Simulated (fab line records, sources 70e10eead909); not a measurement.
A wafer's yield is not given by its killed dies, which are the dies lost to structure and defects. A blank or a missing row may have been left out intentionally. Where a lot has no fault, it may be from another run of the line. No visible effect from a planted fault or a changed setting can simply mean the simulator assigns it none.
Which tool is to blame?	flow nand-harc	12 lots with 36 wafers sampled at 5 steps, on a route of 1159 steps

== WHAT EACH GAUGE READ, for each wafer ==
NHARC_END_SORT_01. Usual: defect-limited-yield 95.4 %, standard deviation 1.7; killed-at-array 27, standard deviation 11; killed-at-other 0.6, standard deviation 0.89; killed-at-periphery 3.0, standard deviation 2.4; killed-dies 31, standard deviation 12; killed-open 3.2, standard deviation 1.6; killed-short 2.0, standard deviation 1.5; sort_bin_2_pct 1.5 %, standard deviation 0.69; sort_bin_3_pct 0.23 %, standard deviation 0.22; sort_bin_4_pct 2.9 %, standard deviation 1.1; sort-n-pass 646, standard deviation 12; sort-rim-yield-pct 94 %, standard deviation 3.3; sort-yield-pct 95.4 %, standard deviation 1.7.
lot	measured	on	defect-limited-yield (%)	killed-at-array	killed-at-other	killed-at-periphery	killed-dies	killed-open	killed-short	sort_bin_2_pct (%)	sort_bin_3_pct (%)	sort_bin_4_pct (%)	sort-n-pass	sort-rim-yield-pct (%)	sort-yield-pct (%)	flag
L823	day 21 01:12	prober-02	94.8 93.4 0	32 42 669	1 2 4	2 1 4	35 45 677	3 4 2	3 4 5	2.4 1.6 95.6	0 0 0.44	2.8 5.0 4.0	642 632 0	92 93 0	94.8 93.4 0	OFF
L826	day 21 20:29	prober-01	95.0 0 95.6	30 674 25	1 0 0	3 3 5	34 677 30	5 2 3	2 2 6	1.3 96.5 1.6	0.30 0.15 0.44	3.4 3.4 2.4	643 0 647	91 0 97	95.0 0 95.6	OFF
L835	day 24 03:31	prober-01	95.6 96.5 96.8	27 22 21	1 1 0	2 1 1	30 24 22	2 2 0	1 0 1	2.7 1.3 0.4	0.15 0 0.59	1.6 2.2 2.2	647 653 655	99 99 99	95.6 96.5 96.8	

== WHICH TOOL RAN EACH LOT (tool, then ch and the chambers of the sampled wafers, then the start) ==
lot	NHARC_A_BONDPAD_PVD_27	NHARC_THIN_TSV_DEP_47	NHARC_THIN_TSV_ETCH_36	NHARC_THIN_TSV_STRIP_56
L816	pvd-sputter-02, day 18 10:37	pecvd-04 ch 1,2, day 19 03:59	rie-metal-01 ch 0,1, day 19 08:41	plasma-asher-01 ch 0,1, day 19 08:47
L817	pvd-sputter-02, day 18 11:47	pecvd-01 ch 0,2, day 19 06:18	rie-metal-03 ch 0,1, day 19 10:53	plasma-asher-01 ch 0,1, day 19 11:04
L819	pvd-sputter-01, day 18 15:17	pecvd-01 ch 1,2, day 19 07:22	rie-metal-01 ch 0,1, day 19 12:01	plasma-asher-01 ch 0,1, day 19 12:07
L820	pvd-sputter-02, day 18 15:39	pecvd-01 ch 0,2, day 19 09:03	rie-metal-02 ch 1, day 19 13:43	plasma-asher-02 ch 0,1, day 19 13:49
L823	pvd-sputter-02, day 19 08:43	pecvd-02 ch 0,2, day 20 04:17	rie-metal-03 ch 0,1, day 20 08:47	plasma-asher-02 ch 1, day 20 08:56
L826	pvd-sputter-02, day 20 06:50	pecvd-02 ch 0,1, day 21 06:24	rie-metal-02 ch 0,1, day 21 10:59	plasma-asher-02 ch 0,1, day 21 11:14
L831	pvd-sputter-03, day 21 10:56	pecvd-02 ch 0,1,2, day 22 02:35	rie-metal-03 ch 0,1, day 22 07:10	plasma-asher-01 ch 0,1, day 22 07:21
L833	pvd-sputter-02, day 22 13:35	pecvd-01 ch 0,2, day 23 07:39	rie-metal-01 ch 0,1, day 23 12:13	plasma-asher-01 ch 0,1, day 23 12:19
L835	pvd-sputter-03, day 22 18:38	pecvd-04 ch 0,2, day 23 11:16	rie-metal-02 ch 0,1, day 23 15:47	plasma-asher-01 ch 1, day 23 16:26
L839	pvd-sputter-03, day 23 06:40	pecvd-02 ch 0,1,2, day 23 22:34	rie-metal-01 ch 0,1, day 24 03:07	plasma-asher-02 ch 0,1, day 24 03:13
L837	pvd-sputter-02, day 23 07:05	pecvd-01 ch 0,1,2, day 23 23:54	rie-metal-03 ch 0,1, day 24 04:22	plasma-asher-01 ch 0,1, day 24 04:28
L838	pvd-sputter-01, day 23 19:10	pecvd-02 ch 1,2, day 24 12:10	rie-metal-03 ch 0,1, day 24 16:50	plasma-asher-01 ch 0,1, day 24 17:01
- NHARC_A_BONDPAD_PVD_27: deposits Cu, target thk 30 nm, time 20.49 s.
- NHARC_THIN_TSV_DEP_47: deposits SiO2, target thk 200 nm.
- NHARC_THIN_TSV_ETCH_36: etches the open film in Cl2/BCl3, target depth 65 nm, time 18.571 s.
- NHARC_THIN_TSV_STRIP_56: strips in O2.

== AS READ BY THE TOOLS THEMSELVES (means over the sampled wafers that have a number; for cases with no such wafer, the mark the record gives instead) ==
NHARC_A_BONDPAD_PVD_27. Usual: throttle-valve-pct at 29.8 %, with a standard deviation of 0.88.
lot	tool	throttle-valve-pct (%)	flag
L816	pvd-sputter-02	29.9	
L817	pvd-sputter-02	29.9	
L819	pvd-sputter-01	30.5	
L820	pvd-sputter-02	29.9	
L823	pvd-sputter-02	30.2	
L826	pvd-sputter-02	29.8	
L831	pvd-sputter-03	30.5	
L833	pvd-sputter-02	30.1	
L835	pvd-sputter-03	29.0	
L839	pvd-sputter-03	29.2	
L837	pvd-sputter-02	29.8	
L838	pvd-sputter-01	29.9	

NHARC_THIN_TSV_DEP_47. Usual: chamber-pressure-Torr 6.497 Torr, standard deviation 0.014; mfc-precursor-sccm 161.3 sccm, standard deviation 0.49; throttle-valve-pct 15.9 %, standard deviation 0.42.
lot	tool	chamber-pressure-Torr (Torr)	mfc-precursor-sccm (sccm)	throttle-valve-pct (%)	flag
L816	pecvd-04	6.503	160.9	16.6	
L817	pecvd-01	6.513	160.6	15.7	
L819	pecvd-01	6.513	161.5	15.9	
L820	pecvd-01	6.508	162.0	15.7	
L823	pecvd-02	6.508	161.6	16.2	
L826	pecvd-02	6.490	161.8	15.5	
L831	pecvd-02	6.509	161.3	15.9	
L833	pecvd-01	6.484	161.2	16.1	
L835	pecvd-04	6.486	161.0	16.0	
L839	pecvd-02	6.512	161.2	15.9	
L837	pecvd-01	6.503	161.3	15.9	
L838	pecvd-02	6.501	161.4	15.7	

NHARC_THIN_TSV_ETCH_36. Usual: drypump-motor-current-A 5.8 A, standard deviation 0.34; oes-product-au 1.000 a.u., standard deviation 0.0099.
lot	tool	drypump-motor-current-A (A)	oes-product-au (a.u.)	flag
L816	rie-metal-01	5.8	1.006	
L817	rie-metal-03	5.9	1.006	
L819	rie-metal-01	5.5	1.005	
L820	rie-metal-02	5.8	0.994	
L823	rie-metal-03	5.9	1.003	
L826	rie-metal-02	5.7	0.991	
L831	rie-metal-03	6.0	0.996	
L833	rie-metal-01	5.8	0.998	
L835	rie-metal-02	5.7	0.994	
L839	rie-metal-01	5.5	1.012	
L837	rie-metal-03	5.9	0.997	
L838	rie-metal-03	5.9	0.993	

NHARC_THIN_TSV_STRIP_56. Usual: drypump-motor-current-A 5.7 A, standard deviation 0.57; heater-power-w 338 W, standard deviation 30; temp-c 250.00 C, standard deviation 0.18.
lot	tool	drypump-motor-current-A (A)	heater-power-w (W)	temp-c (C)	flag
L816	plasma-asher-01	5.5	329	250.06	
L817	plasma-asher-01	5.4	350	249.94	
L819	plasma-asher-01	5.5	327	250.13	
L820	plasma-asher-02	5.8	339	250.33	
L823	plasma-asher-02	6.7	338	250.08	
L826	plasma-asher-02	6.0	338	250.13	
L831	plasma-asher-01	5.4	355	250.00	
L833	plasma-asher-01	5.4	361	249.80	
L835	plasma-asher-01	5.3	385	250.20	
L839	plasma-asher-02	6.2	327	249.87	
L837	plasma-asher-01	5.5	328	249.94	
L838	plasma-asher-01	5.4	357	249.73	

== THE ANSWER, worked out from the rows above alone ==
Rule: take the mean of a lot's wafers that have a number; if it is more than 3 standard deviations from the usual mean, the lot is off. Also off: a lot with no number at a reading for which 4 or more lots have one. The other lots that the step has rows for count as sound. The gauges are gone through in route order, then the tools' own readings, and for those a lot's mean is taken as printed above. At the first step where some lot is off, the reading lying furthest off is the one used; lots without a number count as furthest.
Off: L823, L826 (NHARC_END_SORT_01, sort_bin_2_pct). Neither off nor sound, because the step has no rows for them: L816, L817, L819, L820, L831, L833, L839, L837, L838.
If a tool, at a process step before that reading, ran all the lots that are off and no sound lot after the first of them, it fits. Gauges at NHARC_END_SORT_01: tried the same way as those tools. Can't be told from this: 3 tools fit, pvd-sputter-02 at NHARC_A_BONDPAD_PVD_27, pecvd-02 at NHARC_THIN_TSV_DEP_47, plasma-asher-02 at NHARC_THIN_TSV_STRIP_56.

== WHAT WAS PUT IN BY THE SIMULATOR ==
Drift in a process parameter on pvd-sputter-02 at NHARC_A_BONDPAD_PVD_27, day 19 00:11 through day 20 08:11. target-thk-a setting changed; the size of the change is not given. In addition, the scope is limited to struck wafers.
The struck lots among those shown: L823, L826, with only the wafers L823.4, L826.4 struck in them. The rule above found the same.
